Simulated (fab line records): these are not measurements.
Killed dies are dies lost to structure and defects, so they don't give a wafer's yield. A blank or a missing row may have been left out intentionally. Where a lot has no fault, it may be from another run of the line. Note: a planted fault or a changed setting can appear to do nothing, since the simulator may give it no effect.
fab line records / flow n5_finfet
record lots=6 wafers=18 last_day=17
route steps=1938 shown BEOL_M12@1618
lots that met no fault: from a run of the same line without faults
start_h: hours from the record's opening day to when the first of the lot's shown wafers began / wait_h: time in hours since the lot's previous step / " unchanged from the row above / L1.1+2: a row that stands for several wafers / - no value present, or no start provided / * or withheld: withheld / < > ~ a bound
route shown NAME@n: NAME is a module with steps in the file, n the number in the route of the first one / usual: mean/standard deviation taken from wafers without a fault / same: alike in all rows / chamber/n: place in a boat / sites: per-site readings / _std_site: the values' standard deviation / _edge_site: the outer-site mean with the inner-site mean subtracted / radius_mm: for every site, how far away it sits from the centre of the wafer / mask NAME#n: copy n / behind: tool/chamber where the wafer was last shaped / hold: why the lot went on hold/how many hours it stayed there/how the hold came to an end / device: which transistor (n, p or np) failed to switch / end of line: the route-end tests of the same wafers / a step with no rows: only its recipe / killed: count of dies lost to structure and defects at first sort (not the wafer's yield) / map: a wafer's dies, marking killed ones x, the rest . and places with no die _
set.NAME: the setting as run; set.NAME@STEP: as run at that earlier step / model.NAME: the simulator's own value behind a step, which no gauge read
lots at some steps of the route; a table a step, a row a wafer
services: when a tool's chamber went out of use (start_h, in hours from the record's first day, below 0 if earlier), for how many hours, and the reason
## steps
# step N5_BEOL_M12_STRIP_63
# recipe chemistry=N2/H2 power_w=1000 temp_c=250 h2_frac=0.65 overash_fraction=0.3 pressure_mtorr=1000 n2_flow_sccm=1750 h2_flow_sccm=3250
# usual drypump_motor_current_A=5.5/0.53 heater_power_w=333/29 oes_product_au=0.693/0.0047 strip_time_to_endpoint_s=42.6/0.67
# same overash_fraction=0.3
lot.wafer=L140.1 tool=plasma_asher-01 chamber=1 start_h=278.28 wait_h=- drypump_motor_current_A=4.7 heater_power_w=296 oes_product_au=0.704 rf_hours_counter_h=136 strip_time_to_endpoint_s=42.6
lot.wafer=L140.3 tool=plasma_asher-01 chamber=0 start_h=278.28 wait_h=- drypump_motor_current_A=5.7 heater_power_w=363 oes_product_au=0.692 rf_hours_counter_h=- strip_time_to_endpoint_s=42.8
lot.wafer=L140.5 tool=plasma_asher-01 chamber=1 start_h=278.28 wait_h=- drypump_motor_current_A=4.7 heater_power_w=292 oes_product_au=0.706 rf_hours_counter_h=- strip_time_to_endpoint_s=41.9
lot.wafer=L141.1 tool=plasma_asher-01 chamber=1 start_h=294.04 wait_h=- drypump_motor_current_A=4.7 heater_power_w=295 oes_product_au=0.681 rf_hours_counter_h=139 strip_time_to_endpoint_s=43.0
lot.wafer=L141.4 tool=plasma_asher-01 chamber=1 start_h=294.04 wait_h=- drypump_motor_current_A=4.7 heater_power_w=292 oes_product_au=0.699 rf_hours_counter_h=- strip_time_to_endpoint_s=42.1
lot.wafer=L141.6 tool=plasma_asher-01 chamber=1 start_h=294.04 wait_h=- drypump_motor_current_A=4.8 heater_power_w=293 oes_product_au=0.690 rf_hours_counter_h=- strip_time_to_endpoint_s=41.6
lot.wafer=L144.1 tool=plasma_asher-01 chamber=0 start_h=310.95 wait_h=- drypump_motor_current_A=5.6 heater_power_w=353 oes_product_au=0.695 rf_hours_counter_h=142 strip_time_to_endpoint_s=43.5
lot.wafer=L144.4 tool=plasma_asher-01 chamber=1 start_h=310.95 wait_h=- drypump_motor_current_A=4.8 heater_power_w=294 oes_product_au=0.693 rf_hours_counter_h=- strip_time_to_endpoint_s=42.2
lot.wafer=L144.6 tool=plasma_asher-01 chamber=0 start_h=310.95 wait_h=- drypump_motor_current_A=5.6 heater_power_w=357 oes_product_au=0.695 rf_hours_counter_h=- strip_time_to_endpoint_s=42.6
lot.wafer=L153.2 tool=plasma_asher-01 chamber=1 start_h=355.80 wait_h=- drypump_motor_current_A=4.7 heater_power_w=291 oes_product_au=0.694 rf_hours_counter_h=152 strip_time_to_endpoint_s=43.8
lot.wafer=L153.4 tool=plasma_asher-01 chamber=1 start_h=355.80 wait_h=- drypump_motor_current_A=4.8 heater_power_w=293 oes_product_au=0.699 rf_hours_counter_h=- strip_time_to_endpoint_s=42.9
lot.wafer=L153.5 tool=plasma_asher-01 chamber=0 start_h=355.80 wait_h=- drypump_motor_current_A=5.6 heater_power_w=361 oes_product_au=0.697 rf_hours_counter_h=- strip_time_to_endpoint_s=41.9
lot.wafer=L155.2 tool=plasma_asher-01 chamber=0 start_h=371.90 wait_h=- drypump_motor_current_A=5.7 heater_power_w=373 oes_product_au=0.700 rf_hours_counter_h=155 strip_time_to_endpoint_s=42.6
lot.wafer=L155.3 tool=plasma_asher-01 chamber=0 start_h=371.90 wait_h=- drypump_motor_current_A=5.6 heater_power_w=362 oes_product_au=0.696 rf_hours_counter_h=- strip_time_to_endpoint_s=42.9
lot.wafer=L155.4 tool=plasma_asher-01 chamber=1 start_h=371.90 wait_h=- drypump_motor_current_A=4.8 heater_power_w=290 oes_product_au=0.683 rf_hours_counter_h=- strip_time_to_endpoint_s=41.8
lot.wafer=L154.1 tool=plasma_asher-01 chamber=1 start_h=374.60 wait_h=- drypump_motor_current_A=4.8 heater_power_w=290 oes_product_au=0.698 rf_hours_counter_h=155 strip_time_to_endpoint_s=43.1
lot.wafer=L154.3 tool=plasma_asher-01 chamber=1 start_h=374.60 wait_h=- drypump_motor_current_A=4.8 heater_power_w=287 oes_product_au=0.689 rf_hours_counter_h=- strip_time_to_endpoint_s=42.4
lot.wafer=L154.4 tool=plasma_asher-01 chamber=0 start_h=374.60 wait_h=- drypump_motor_current_A=5.6 heater_power_w=361 oes_product_au=0.697 rf_hours_counter_h=- strip_time_to_endpoint_s=42.5
# step N5_BEOL_M12_STRIP_64
# recipe chemistry=N2/H2 power_w=1000 temp_c=250 h2_frac=0.65 overash_fraction=0.3 pressure_mtorr=withheld n2_flow_sccm=1750 h2_flow_sccm=3250
# usual drypump_motor_current_A=5.5/0.53 heater_power_w=332/29 oes_product_au=0.716/0.0046 strip_time_to_endpoint_s=31.29/0.088
# same overash_fraction=0.3
lot.wafer=L140.1 tool=plasma_asher-01 chamber=1 start_h=278.34 wait_h=0.0 drypump_motor_current_A=4.8 heater_power_w=287 oes_product_au=0.719 rf_hours_counter_h=136 strip_time_to_endpoint_s=31.18
lot.wafer=L140.3 tool=plasma_asher-01 chamber=0 start_h=278.34 wait_h=0.0 drypump_motor_current_A=5.7 heater_power_w=361 oes_product_au=0.716 rf_hours_counter_h=- strip_time_to_endpoint_s=31.17
lot.wafer=L140.5 tool=plasma_asher-01 chamber=1 start_h=278.34 wait_h=0.0 drypump_motor_current_A=4.8 heater_power_w=288 oes_product_au=0.719 rf_hours_counter_h=- strip_time_to_endpoint_s=31.24
lot.wafer=L141.1 tool=plasma_asher-01 chamber=1 start_h=294.10 wait_h=0.0 drypump_motor_current_A=4.7 heater_power_w=292 oes_product_au=0.709 rf_hours_counter_h=139 strip_time_to_endpoint_s=31.27
lot.wafer=L141.4 tool=plasma_asher-01 chamber=1 start_h=294.10 wait_h=0.0 drypump_motor_current_A=4.8 heater_power_w=292 oes_product_au=0.709 rf_hours_counter_h=- strip_time_to_endpoint_s=31.18
lot.wafer=L141.6 tool=plasma_asher-01 chamber=1 start_h=294.10 wait_h=0.0 drypump_motor_current_A=4.7 heater_power_w=288 oes_product_au=0.715 rf_hours_counter_h=- strip_time_to_endpoint_s=31.18
lot.wafer=L144.1 tool=plasma_asher-01 chamber=0 start_h=311.01 wait_h=0.0 drypump_motor_current_A=5.6 heater_power_w=358 oes_product_au=0.712 rf_hours_counter_h=142 strip_time_to_endpoint_s=31.26
lot.wafer=L144.4 tool=plasma_asher-01 chamber=1 start_h=311.01 wait_h=0.0 drypump_motor_current_A=4.8 heater_power_w=292 oes_product_au=0.716 rf_hours_counter_h=- strip_time_to_endpoint_s=31.36
lot.wafer=L144.6 tool=plasma_asher-01 chamber=0 start_h=311.01 wait_h=0.0 drypump_motor_current_A=5.7 heater_power_w=365 oes_product_au=0.720 rf_hours_counter_h=- strip_time_to_endpoint_s=31.29
lot.wafer=L153.2 tool=plasma_asher-01 chamber=1 start_h=355.86 wait_h=0.0 drypump_motor_current_A=4.8 heater_power_w=294 oes_product_au=0.717 rf_hours_counter_h=152 strip_time_to_endpoint_s=31.34
lot.wafer=L153.4 tool=plasma_asher-01 chamber=1 start_h=355.86 wait_h=0.0 drypump_motor_current_A=4.8 heater_power_w=286 oes_product_au=0.712 rf_hours_counter_h=- strip_time_to_endpoint_s=31.32
lot.wafer=L153.5 tool=plasma_asher-01 chamber=0 start_h=355.86 wait_h=0.0 drypump_motor_current_A=5.7 heater_power_w=351 oes_product_au=0.717 rf_hours_counter_h=- strip_time_to_endpoint_s=31.40
lot.wafer=L155.2 tool=plasma_asher-01 chamber=0 start_h=371.96 wait_h=0.0 drypump_motor_current_A=5.6 heater_power_w=360 oes_product_au=0.718 rf_hours_counter_h=155 strip_time_to_endpoint_s=31.46
lot.wafer=L155.3 tool=plasma_asher-01 chamber=0 start_h=371.96 wait_h=0.0 drypump_motor_current_A=5.6 heater_power_w=360 oes_product_au=0.717 rf_hours_counter_h=- strip_time_to_endpoint_s=31.38
lot.wafer=L155.4 tool=plasma_asher-01 chamber=1 start_h=371.96 wait_h=0.0 drypump_motor_current_A=4.8 heater_power_w=298 oes_product_au=0.713 rf_hours_counter_h=- strip_time_to_endpoint_s=31.45
lot.wafer=L154.1 tool=plasma_asher-01 chamber=1 start_h=374.66 wait_h=0.0 drypump_motor_current_A=4.7 heater_power_w=299 oes_product_au=0.718 rf_hours_counter_h=155 strip_time_to_endpoint_s=31.23
lot.wafer=L154.3 tool=plasma_asher-01 chamber=1 start_h=374.66 wait_h=0.0 drypump_motor_current_A=4.7 heater_power_w=292 oes_product_au=0.712 rf_hours_counter_h=- strip_time_to_endpoint_s=31.23
lot.wafer=L154.4 tool=plasma_asher-01 chamber=0 start_h=374.66 wait_h=0.0 drypump_motor_current_A=5.6 heater_power_w=369 oes_product_au=0.724 rf_hours_counter_h=- strip_time_to_endpoint_s=31.21
# step N5_BEOL_M12_STRIP_71
# recipe chemistry=post_etch_residue_remover time_s=60 temp_c=25 remover_ph=withheld remover_water_wt_pct=withheld remover_fluoride_wt_pct=withheld
# step N5_BEOL_M12_SRD_72
# recipe time_s=30 temp_c=23 rinse_liquid=diw dry=n2_spin spin_rpm=1500 dry_time_s=30
# step N5_BEOL_M12_CD_MEAS_17
# recipe target_cd_nm=140 polarity=opening
# usual cd_nm=140.2/1.7
lot.wafer=L140.1 tool=cd_sem-02 chamber=- start_h=278.49 wait_h=0.0 cd_nm=138.2
lot.wafer=L140.3 tool=cd_sem-02 chamber=- start_h=278.49 wait_h=0.0 cd_nm=136.5
lot.wafer=L140.5 tool=cd_sem-02 chamber=- start_h=278.49 wait_h=0.0 cd_nm=137.4
lot.wafer=L141.1 tool=cd_sem-02 chamber=- start_h=294.25 wait_h=0.0 cd_nm=138.3
lot.wafer=L141.4 tool=cd_sem-02 chamber=- start_h=294.25 wait_h=0.0 cd_nm=137.6
lot.wafer=L141.6 tool=cd_sem-02 chamber=- start_h=294.25 wait_h=0.0 cd_nm=140.2
lot.wafer=L144.1 tool=cd_sem-03 chamber=- start_h=311.16 wait_h=0.0 cd_nm=140.7
lot.wafer=L144.4 tool=cd_sem-03 chamber=- start_h=311.16 wait_h=0.0 cd_nm=139.2
lot.wafer=L144.6 tool=cd_sem-03 chamber=- start_h=311.16 wait_h=0.0 cd_nm=139.5
lot.wafer=L153.2 tool=cd_sem-02 chamber=- start_h=356.01 wait_h=0.0 cd_nm=140.6
lot.wafer=L153.4 tool=cd_sem-02 chamber=- start_h=356.01 wait_h=0.0 cd_nm=141.5
lot.wafer=L153.5 tool=cd_sem-02 chamber=- start_h=356.01 wait_h=0.0 cd_nm=140.2
lot.wafer=L155.2 tool=cd_sem-02 chamber=- start_h=372.12 wait_h=0.0 cd_nm=138.1
lot.wafer=L155.3 tool=cd_sem-02 chamber=- start_h=372.12 wait_h=0.0 cd_nm=138.6
lot.wafer=L155.4 tool=cd_sem-02 chamber=- start_h=372.12 wait_h=0.0 cd_nm=141.3
lot.wafer=L154.1 tool=cd_sem-01 chamber=- start_h=374.84 wait_h=0.0 cd_nm=142.5
lot.wafer=L154.3 tool=cd_sem-01 chamber=- start_h=374.84 wait_h=0.0 cd_nm=142.3
lot.wafer=L154.4 tool=cd_sem-01 chamber=- start_h=374.84 wait_h=0.0 cd_nm=142.8
# step N5_BEOL_M12_COAT_65
# recipe resist=SOC temp_c=250 time_s=60 spin_rpm=1500 resist_thk_nm=300
# step N5_BEOL_M12_COAT_66
# recipe resist=SiARC temp_c=220 time_s=60 spin_rpm=1500 resist_thk_nm=110
# step N5_BEOL_M12_COAT_22
# recipe spin_rpm=2888 resist_thk_nm=300
# step N5_BEOL_M12_EBR_24
# recipe solvent=PGMEA ebr_width_mm=1.5
# step N5_BEOL_M12_SOFTBAKE_23
# recipe temp_c=130 time_s=60
# step N5_BEOL_M12_EXPOSE_25
# recipe mask_id=M12 na=0.93 source_shape=conventional sigma_outer=0.4 polarization=unpolarized dose_mj=21.8
# step N5_BEOL_M12_PEB_26
# recipe peb_temp_c=130 peb_time_s=90
# step N5_BEOL_M12_DEVELOP_27
# recipe develop_time_s=45 rinse_liquid=diw dry=air_spin dev_temp_c=21
# usual chill_plate_temp_C=23.00/0.093 develop_time_s=45/0 developer_temp_C=20.98/0.094 resist_line_temp_C=22.98/0.1
lot.wafer=L140.1 tool=litho_track-01 chamber=0 start_h=278.70 wait_h=- chill_plate_temp_C=22.97 develop_time_s=45 developer_temp_C=20.98 resist_line_temp_C=22.96 model.coat_of_BEOL_M12_COAT_22.thk_nm=287.6
lot.wafer=L140.3 tool=litho_track-01 chamber=0 start_h=278.70 wait_h=- chill_plate_temp_C=22.93 develop_time_s=45 developer_temp_C=20.98 resist_line_temp_C=23.01 model.coat_of_BEOL_M12_COAT_22.thk_nm=286.6
lot.wafer=L140.5 tool=litho_track-01 chamber=0 start_h=278.70 wait_h=- chill_plate_temp_C=23.11 develop_time_s=45 developer_temp_C=20.96 resist_line_temp_C=22.96 model.coat_of_BEOL_M12_COAT_22.thk_nm=286.2
lot.wafer=L141.1 tool=litho_track-05 chamber=0 start_h=294.46 wait_h=- chill_plate_temp_C=23.04 develop_time_s=45 developer_temp_C=20.99 resist_line_temp_C=22.80 model.coat_of_BEOL_M12_COAT_22.thk_nm=286
lot.wafer=L141.4 tool=litho_track-05 chamber=0 start_h=294.46 wait_h=- chill_plate_temp_C=23.04 develop_time_s=45 developer_temp_C=21.09 resist_line_temp_C=22.91 model.coat_of_BEOL_M12_COAT_22.thk_nm=285.8
lot.wafer=L141.6 tool=litho_track-05 chamber=0 start_h=294.46 wait_h=- chill_plate_temp_C=22.84 develop_time_s=45 developer_temp_C=20.89 resist_line_temp_C=22.88 model.coat_of_BEOL_M12_COAT_22.thk_nm=286.2
lot.wafer=L144.1 tool=litho_track-03 chamber=0 start_h=311.50 wait_h=- chill_plate_temp_C=23.02 develop_time_s=45 developer_temp_C=20.98 resist_line_temp_C=22.81 model.coat_of_BEOL_M12_COAT_22.thk_nm=287.8
lot.wafer=L144.4 tool=litho_track-03 chamber=0 start_h=311.50 wait_h=- chill_plate_temp_C=23.09 develop_time_s=45 developer_temp_C=20.94 resist_line_temp_C=22.97 model.coat_of_BEOL_M12_COAT_22.thk_nm=287.6
lot.wafer=L144.6 tool=litho_track-03 chamber=0 start_h=311.50 wait_h=- chill_plate_temp_C=23.05 develop_time_s=45 developer_temp_C=21.02 resist_line_temp_C=22.92 model.coat_of_BEOL_M12_COAT_22.thk_nm=287
lot.wafer=L153.2 tool=litho_track-01 chamber=- start_h=356.35 wait_h=- chill_plate_temp_C=- develop_time_s=- developer_temp_C=- resist_line_temp_C=- model.coat_of_BEOL_M12_COAT_22.thk_nm=299.6
lot.wafer=L153.4 tool=litho_track-01 chamber=- start_h=356.35 wait_h=- chill_plate_temp_C=- develop_time_s=- developer_temp_C=- resist_line_temp_C=- model.coat_of_BEOL_M12_COAT_22.thk_nm=300.6
lot.wafer=L153.5 tool=litho_track-01 chamber=- start_h=356.35 wait_h=- chill_plate_temp_C=- develop_time_s=- developer_temp_C=- resist_line_temp_C=- model.coat_of_BEOL_M12_COAT_22.thk_nm=300
lot.wafer=L155.2 tool=litho_track-05 chamber=- start_h=372.33 wait_h=- chill_plate_temp_C=- develop_time_s=- developer_temp_C=- resist_line_temp_C=- model.coat_of_BEOL_M12_COAT_22.thk_nm=300.2
lot.wafer=L155.3 tool=litho_track-05 chamber=- start_h=372.33 wait_h=- chill_plate_temp_C=- develop_time_s=- developer_temp_C=- resist_line_temp_C=- model.coat_of_BEOL_M12_COAT_22.thk_nm=299.8
lot.wafer=L155.4 tool=litho_track-05 chamber=- start_h=372.33 wait_h=- chill_plate_temp_C=- develop_time_s=- developer_temp_C=- resist_line_temp_C=- model.coat_of_BEOL_M12_COAT_22.thk_nm=299
lot.wafer=L154.1 tool=litho_track-05 chamber=0 start_h=375.06 wait_h=- chill_plate_temp_C=22.78 develop_time_s=45 developer_temp_C=20.82 resist_line_temp_C=23.06 model.coat_of_BEOL_M12_COAT_22.thk_nm=286.6
lot.wafer=L154.3 tool=litho_track-05 chamber=0 start_h=375.06 wait_h=- chill_plate_temp_C=23.03 develop_time_s=45 developer_temp_C=20.85 resist_line_temp_C=23.16 model.coat_of_BEOL_M12_COAT_22.thk_nm=287.2
lot.wafer=L154.4 tool=litho_track-05 chamber=0 start_h=375.06 wait_h=- chill_plate_temp_C=23.00 develop_time_s=45 developer_temp_C=20.82 resist_line_temp_C=22.88 model.coat_of_BEOL_M12_COAT_22.thk_nm=286
# step N5_BEOL_M12_HARDBAKE_32
# recipe temp_c=130 time_s=120
## services
tool=litho_track-01 chamber=- start_h=275.78 hours=- kind=consumable_replace:filter
tool=litho_track-03 chamber=- start_h=311.52 hours=- kind=consumable_replace:filter
tool=litho_track-05 chamber=- start_h=323.56 hours=- kind=consumable_replace:filter
tool=litho_track-01 chamber=- start_h=334.29 hours=- kind=consumable_replace:filter
## key
first_sign step=N5_BEOL_M12_DEVELOP_27 reading=tool_record direction=missing
effect none on later readings
model_effect step=N5_BEOL_M12_DEVELOP_27 value=coat_of_BEOL_M12_COAT_22.thk_nm without=286.7 struck=299.9
met_at N5_BEOL_M12_DEVELOP_27
struck_wafers L153.2,L153.4,L153.5,L155.2,L155.3,L155.4
later_rows_left_out L153.2,L153.4,L153.5,L155.2,L155.3,L155.4
sort_left_out L153.2,L153.4,L153.5,L155.2,L155.3,L155.4
onset_between 294.46 356.35
fault kind=skipped_step_whole tool=litho_track-01,litho_track-05 chamber=- onset_h=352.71 steps=N5_BEOL_M12_DEVELOP_27 scope=struck_lots_only
# sort_left_out: the simulated sort isn't trusted on such a fault, so these wafers' sort isn't shown, and their yield isn't known
# later_rows_left_out: the simulator's readings of these wafers behind a module that went badly wrong aren't trusted and aren't shown, but for the sort
